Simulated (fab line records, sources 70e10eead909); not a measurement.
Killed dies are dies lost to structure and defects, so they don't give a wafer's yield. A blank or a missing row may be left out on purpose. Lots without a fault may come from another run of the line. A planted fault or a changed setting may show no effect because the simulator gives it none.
fab line records | flow nand_harc
record lots=6 wafers=18 last_day=23
route steps=1159 shown A_CHANNEL_FILL_D1@507 A_STAIRCASE@519
lots that met no fault: from a run of the same line without faults
start_h: hours from the record's first day to the start of the lot's first wafer shown | wait_h: hours since the lot's step before | " the same as in the row above | L1.1+2: a row that stands for several wafers | - no value, or no start given | * or withheld: withheld | < > ~ a bound
route shown NAME@n: a module of which the file shows steps, and the number in the route of the first | usual: mean/standard deviation of fault-free wafers | same: alike in all rows | chamber/n: place in a boat | sites: the reading at each site | _std_site: their standard deviation | _edge_site: outer sites' mean less inner sites' | radius_mm: how far each site lies from the wafer's centre | mask NAME#n: copy n | behind: the tool/chamber that last shaped the wafer | hold: why the lot was held/for how many hours/how that ended | device: the transistor (n, p or np) that didn't switch | end of line: the same wafers' tests at the end of the route | a step without rows: its recipe alone | killed: dies lost to structure and defects at the first sort, not the wafer's yield | map: a wafer's dies, x killed, . not, _ none there
set.NAME: the setting as run; set.NAME@STEP: as run at that earlier step | model.NAME: the simulator's own value behind a step, which no gauge read
lots at some steps of the route; a table a step, a row a wafer
services: from which hour (start_h, from the record's first day; less than 0 if before it) a tool's chamber was out of use, for how many hours, and why
## steps
# step NHARC_A_CHANNEL_FILL_D1_ALD_25
# recipe target_thk_a=600 pulse_time_s=10 ald_cycles=600 temp_c=300 material=SiOx
# usual heater_power_w=495/36 precursor_pulse_height_rel=1.000/0.019 susceptor_temp_C=300.01/0.21
# columns lot.wafer tool chamber start_h wait_h heater_power_w precursor_pulse_height_rel susceptor_temp_C
L218.1 ald_hk-04 3 231.07 0.7 451 1.000 299.93
L218.4 " 0 " " 457 1.004 300.01
L218.5 " 3 233.54 3.2 436 1.003 299.83
L221.2 ald_hk-03 0 236.65 0.2 499 0.991 300.20
L221.3 " 3 238.48 2.0 523 0.999 300.17
L221.6 " 1 239.70 3.3 537 0.997 300.57
L220.2 ald_hk-04 1 242.87 0.1 437 1.012 300.17
L220.6 " 1 245.31 2.5 434 0.980 300.18
L220.5 " 2 " " 464 0.972 299.91
L230.4 ald_hk-04 3 292.23 0.1 441 1.006 -
L230.2 " 2 294.04 1.9 447 0.948 -
L230.5 " 3 " " 448 1.019 -
L232.2 ald_hk-03 0 318.24 1.3 482 0.988 300.09
L232.3 " 1 " " 533 0.991 300.25
L232.6 " 2 " " 485 1.036 300.35
L236.4 ald_hk-02 0 337.25 0.0 507 1.021 299.84
L236.2 " 1 " " 533 0.938 299.99
L236.5 " 0 339.74 2.5 494 0.992 300.22
# step NHARC_A_CHANNEL_FILL_D1_ETCHBACK_08
# recipe target_depth_a=2200 time_s=110 c4f8_flow_sccm=20 ar_flow_sccm=withheld rf_w=600 bias_w=300 chemistry=C4F8
# usual oes_product_au=0.97/0.034 rf_vpp_V=440.9/2.8
# columns lot.wafer tool chamber start_h wait_h oes_product_au rf_hours_counter_h rf_vpp_V
L218.1 rie_diel-09 2 - - 0.93 5 439.4
L218.4 " 3 " " 0.94 6 439.6
L218.5 " 2 " " 0.93 - 439.4
L221.3 rie_diel-10 1 - - 0.99 1 445.5
L221.2 " 2 " " 0.98 1 437.7
L221.6 " 3 " " 1.00 - 440.3
L220.2 rie_diel-10 0 - - 0.93 1 440.4
L220.6 " 2 " " 0.92 - 437.8
L220.5 " 3 " " 0.92 - 441.2
L230.4 rie_diel-10 1 - - 0.99 3 445.4
L230.2 " 2 " " 1.00 3 437.4
L230.5 " 0 " " 0.99 - 441.2
L232.2 rie_diel-10 1 - - 1.00 4 445.5
L232.3 " 0 " " 1.02 3 441.4
L232.6 " 2 " " 0.99 - 438.2
L236.4 rie_diel-10 2 - - 0.98 4 437.6
L236.2 " 1 " " 1.00 4 445.9
L236.5 " 2 " " 0.98 - 438.3
# step NHARC_A_CHANNEL_FILL_D1_STRIP_29
# recipe time_s=20 o2_flow_sccm=500 ar_flow_sccm=0 bias_w=0 chemistry=O2
# usual drypump_motor_current_A=6.0/0.35 oes_product_au=0.999/0.012 rf_vpp_V=57.7/0.89 showerhead_plenum_p_Torr=3.53/0.14 throttle_valve_pct=17.036/0.0091
# columns lot.wafer tool chamber start_h wait_h drypump_motor_current_A oes_product_au rf_hours_counter_h rf_vpp_V showerhead_plenum_p_Torr throttle_valve_pct
L218.4 rie_diel-09 2 - - 5.5 1.010 6 57.2 3.42 17.018
L218.1 " 0 " " 6.4 0.984 6 56.9 3.71 17.040
L218.5 " 3 " " 6.3 1.005 - 57.6 3.50 17.046
L221.2 rie_diel-10 2 - - 6.1 0.996 1 57.6 3.36 17.021
L221.3 " 0 " " 6.1 1.005 1 59.3 3.55 17.045
L221.6 " 2 " " 6.1 0.996 - 58.6 3.36 17.034
L220.2 rie_diel-10 2 - - 6.0 0.999 1 57.4 3.36 17.029
L220.6 " 3 " " 6.2 1.011 - 58.3 3.53 17.028
L220.5 " 0 " " 6.1 1.004 - 57.5 3.55 17.039
L230.4 rie_diel-10 2 - - 6.0 0.982 3 56.5 3.36 17.044
L230.2 " 1 " " 5.7 1.004 3 57.2 3.80 17.029
L230.5 " 2 " " 6.0 0.995 - 56.8 3.36 17.029
L232.3 rie_diel-10 2 - - 6.0 0.997 3 57.1 3.36 17.026
L232.2 " 3 " " 6.2 1.009 3 59.3 3.53 17.036
L232.6 " 2 " " 6.0 0.997 - 58.5 3.36 17.043
L236.4 rie_diel-10 2 - - 6.0 0.988 4 58.3 3.36 17.042
L236.2 " 0 " " 6.1 0.997 4 58.6 3.55 17.035
L236.5 " 2 " " 6.0 0.990 - 57.8 3.36 17.044
# step NHARC_A_CHANNEL_FILL_D1_PRECLEAN_30
# recipe time_s=30 chemistry=dHF
# step NHARC_A_CHANNEL_FILL_D1_SRD_31
# step NHARC_A_CHANNEL_FILL_D1_CVD_09
# recipe target_thk_a=1500 temp_c=620 pressure_mtorr=200 time_s=3000 material=poly-Si
# step NHARC_A_CHANNEL_FILL_D1_CMP_10
# recipe target_thk_nm=150
# usual motor_current_A=12.0/1.1 slurry_filter_dp_kPa=13.52/0.13 time_to_endpoint_s=15.3/2.3
# columns lot.wafer tool chamber start_h wait_h motor_current_A slurry_filter_dp_kPa time_to_endpoint_s
L218.4 cmp-01 0 241.89 0.4 11.7 13.68 14.4
L218.1 " 1 " " 9.9 13.61 14.5
L218.5 " 3 " " 11.8 13.45 12.5
L221.3 cmp-04 2 247.86 0.4 13.0 13.32 12.6
L221.2 " 1 " " 10.5 13.59 14.3
L221.6 " 3 " " 10.6 13.28 16.7
L220.2 cmp-04 3 254.33 0.4 10.7 13.61 17.3
L220.5 " 1 " " 11.0 13.52 14.2
L220.6 " 2 " " 12.6 13.57 15.4
L230.4 cmp-01 1 303.68 0.4 10.1 13.42 14.5
L230.2 " 2 " " 12.6 13.61 13.3
L230.5 " 1 " " 9.5 13.37 17.1
L232.2 cmp-01 1 328.29 0.4 9.6 13.61 14.0
L232.3 " 2 " " 12.6 13.56 13.9
L232.6 " 3 " " 12.7 13.50 16.4
L236.2 cmp-01 0 348.80 0.4 10.9 13.74 17.1
L236.4 " 2 " " 12.7 13.56 15.9
L236.5 " 3 " " 12.3 13.69 18.5
# step NHARC_A_CHANNEL_FILL_D1_SRD_12
# step NHARC_A_CHANNEL_FILL_D1_RTA_24
# recipe temp_c=1000 time_s=5
# usual anneal_temp_c_max=1005.7/1.1 lamp_power_pct=31.1/2.6 lamp_zone_1_pct=31.1/2.6 lamp_zone_2_pct=31.1/2.6 lamp_zone_4_pct=31.1/2.6 wafer_temp_C_max=1004.0/1.3
# columns lot.wafer tool chamber start_h wait_h anneal_temp_c_max lamp_power_pct lamp_zone_1_pct lamp_zone_2_pct lamp_zone_4_pct wafer_temp_C_max
L218.1 rtp_anneal-01 0 242.28 0.0 1005.7 29.6 29.6 29.5 29.6 1003.4
L218.4 " 0 " " 1005.5 29.6 29.6 29.5 29.6 1005.2
L218.5 " 0 " " 1005.7 29.6 29.6 29.6 29.6 1003.7
L221.2 rtp_anneal-01 0 248.56 0.3 1004.9 29.6 29.5 29.6 29.5 1004.4
L221.3 " 0 " " 1006.2 29.6 29.5 29.6 29.6 1003.9
L221.6 " 0 " " 1005.8 29.5 29.6 29.6 29.5 1004.3
L220.2 rtp_anneal-01 0 254.72 0.1 1005.2 29.6 29.6 29.5 29.6 1005.0
L220.5 " 0 " " 1007.0 29.5 29.5 29.5 29.6 1005.1
L220.6 " 0 " " 1007.1 29.6 29.5 29.6 29.5 1004.8
L230.2 rtp_anneal-01 0 304.27 0.2 1008.0 29.6 29.6 29.6 29.6 1004.2
L230.4 " 0 " " 1005.5 29.6 29.6 29.6 29.6 1005.3
L230.5 " 0 " " 1005.6 29.6 29.5 29.6 29.6 1005.9
L232.2 rtp_anneal-01 0 328.69 0.1 1005.2 29.6 29.6 29.6 29.6 1003.5
L232.3 " 0 " " 1003.8 29.5 29.6 29.6 29.6 1003.9
L232.6 " 0 " " 1005.9 29.6 29.6 29.6 29.5 1005.0
L236.2 rtp_anneal-01 0 349.30 0.1 1006.8 29.6 29.6 29.6 29.6 1003.5
L236.4 " 0 " " 1005.6 29.6 29.6 29.6 29.6 1003.9
L236.5 " 0 " " 1005.1 29.6 29.6 29.5 29.5 1004.5
# step NHARC_A_CHANNEL_FILL_D1_INSPECT_13
# usual raw_defect_count=308/120
# columns lot.wafer tool chamber start_h wait_h raw_defect_count
L218.1 defect_inspect-01 - 242.48 0.2 153
L218.4 " - " " 249
L218.5 " - " " 276
L221.2 defect_inspect-02 - 248.73 0.1 834
L221.3 " - " " 644
L221.6 " - " " 536
L220.2 defect_inspect-02 - 254.89 0.1 225
L220.5 " - " " 255
L220.6 " - " " 236
L230.2 defect_inspect-01 - 304.44 0.1 304
L230.4 " - " " 206
L230.5 " - " " 395
L232.2 defect_inspect-01 - 328.86 0.1 294
L232.3 " - " " 238
L232.6 " - " " 262
L236.2 defect_inspect-01 - 349.47 0.1 209
L236.4 " - " " 472
L236.5 " - " " 367
# step NHARC_A_STAIRCASE_DEP_156
# recipe target_thk_a=500 temp_c=400 target_thk_nm=50 flow_sccm=200 rf_w=450 material=SiNx
# usual heater_power_w=708/84 susceptor_temp_C=399.98/0.22
# columns lot.wafer tool chamber start_h wait_h heater_power_w susceptor_temp_C
L218.1 pecvd-02 0 242.57 0.1 833 399.93
L218.5 " 0 " " 839 399.99
L218.4 " 1 " " 649 399.98
L218.1 pecvd-02 0 243.00 0.4 820 399.94
L218.5 " 0 " " 811 399.92
L218.4 " 1 " " 659 399.88
L221.2 pecvd-04 0 248.80 0.1 771 399.60
L221.3 " 1 " " 694 400.38
L221.6 " 2 " " 670 400.19
L221.2 pecvd-04 0 249.24 0.4 756 399.59
L221.3 " 1 " " 672 399.79
L221.6 " 2 " " 677 400.30
L220.2 pecvd-03 0 255.01 0.1 705 399.91
L220.5 " 2 " " 691 400.14
L220.6 " 0 " " 706 399.61
L230.2 pecvd-04 0 304.85 0.4 766 399.50
L230.5 " 2 " " 661 399.73
L230.4 " 0 " " 790 399.83
L232.2 pecvd-04 0 328.92 0.1 736 400.03
L232.3 " 1 " " 589 399.93
L232.6 " 1 " " 587 400.12
L236.2 pecvd-04 0 349.60 0.1 802 400.05
L236.5 " 1 " " 575 399.98
L236.4 " 0 " " 806 400.37
# step NHARC_A_STAIRCASE_DEHYDRATE_158
# recipe temp_c=150 time_s=120
## services
# columns tool chamber start_h hours kind
rie_diel-10 0 210.00 - clean
rie_diel-10 1 210.00 - clean
rie_diel-10 2 210.00 - clean
rie_diel-10 3 210.00 - clean
ald_hk-03 - 211.35 1.1 repair
rie_diel-10 0 224.04 5.8 repair
pecvd-03 0 226.21 5.2 repair
rie_diel-10 0 234.50 - clean
rie_diel-10 1 234.50 - clean
rie_diel-10 2 234.50 - clean
rie_diel-10 3 234.50 - clean
rie_diel-09 - 254.10 9.0 pm
rie_diel-10 0 259.00 - clean
pecvd-04 - 269.95 1.4 repair
cmp-01 - 277.50 4.0 pm
cmp-01 - 287.56 1.3 repair
rie_diel-09 0 288.13 14.4 repair
cmp-04 - 290.48 0.5 repair
pecvd-03 - 292.31 13.0 pm
cmp-04 - 293.00 16.5 repair
rie_diel-09 3 301.91 18.4 repair
rie_diel-09 - 329.72 0.4 repair
pecvd-02 - 334.00 13.0 pm
rie_diel-09 0 342.52 5.1 repair
## key
first_sign step=NHARC_A_STAIRCASE_DEP_156 reading=visit direction=added
effect none on later readings
met_at NHARC_A_STAIRCASE_DEP_156
struck_wafers L218.1,L218.4,L218.5,L221.2,L221.3,L221.6
tester_left_out L218,L221
fault kind=repeated_step_whole tool=pecvd-02,pecvd-03,pecvd-04 chamber=- onset_h=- steps=NHARC_A_STAIRCASE_DEP_156 times=1 scope=struck_lots_only
# tester_left_out: of these lots the tester's yield and bins aren't shown, on N5 and GAA mostly nor the transistor test; their killed dies are dies lost to structure and defects alone, not to doping, threshold or leakage, so they don't give the yield
